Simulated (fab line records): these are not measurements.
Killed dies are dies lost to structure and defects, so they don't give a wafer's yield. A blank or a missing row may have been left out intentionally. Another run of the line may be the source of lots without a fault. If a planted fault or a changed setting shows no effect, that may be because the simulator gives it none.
Which tool was responsible? ; flow nandHarc ; 12 lots (36 wafers sampled), 1 step of a 1302-step route

WHAT EACH GAUGE READ, for each wafer
NHARC_A_ONON_D1_THK_MEAS_08: measures by ellipsometry.
lot;measured;on;thkNm (nm)
L076;day 8 12:45;filmMetro-01;1012 1009 1012
L077;day 9 00:32;filmMetro-01;1006 1006 1005
L079;day 9 19:01;filmMetro-01;1007 1009 1008
L082;day 11 03:49;filmMetro-02;993 991 992
L083;day 11 13:14;filmMetro-01;979 979 980
L085;day 12 09:54;filmMetro-01;1036 1037 1036
L089;day 13 15:29;filmMetro-01;1010 1008 1012
L087;day 13 19:56;filmMetro-02;1007 1006 1006
L091;day 14 21:45;filmMetro-01;1011 1012 1011
L093;day 15 16:15;filmMetro-02;1001 1000 998
L094;day 16 08:44;filmMetro-01;986 987 987
L097;day 17 06:28;filmMetro-02;1013 1014 1013

EACH LOT AND THE TOOL THAT RAN IT (in order: tool; ch and the chambers of the sampled wafers; start)
There is no process step in the record ahead of these readings.

THE ANSWER, worked out from the rows above alone
Rule: the lots themselves supply what counts as usual. Put in order of their means at a reading, lots are off if they are a third of the lots or fewer, leave a main group of 4 or more, and stand apart from it by a gap of 3 or more times the standard deviation of the main group's means; of several such gaps the widest counts. The tables above print the reading to a certain number of digits; a main group whose means all agree to those digits is not used. Also off: a lot with no number at a reading for which 4 or more lots have one. All remaining lots with rows at the step are treated as sound.
Nothing can be told from this: no lot is off at any reading shown.

WHAT THE SIMULATOR HAD PUT IN
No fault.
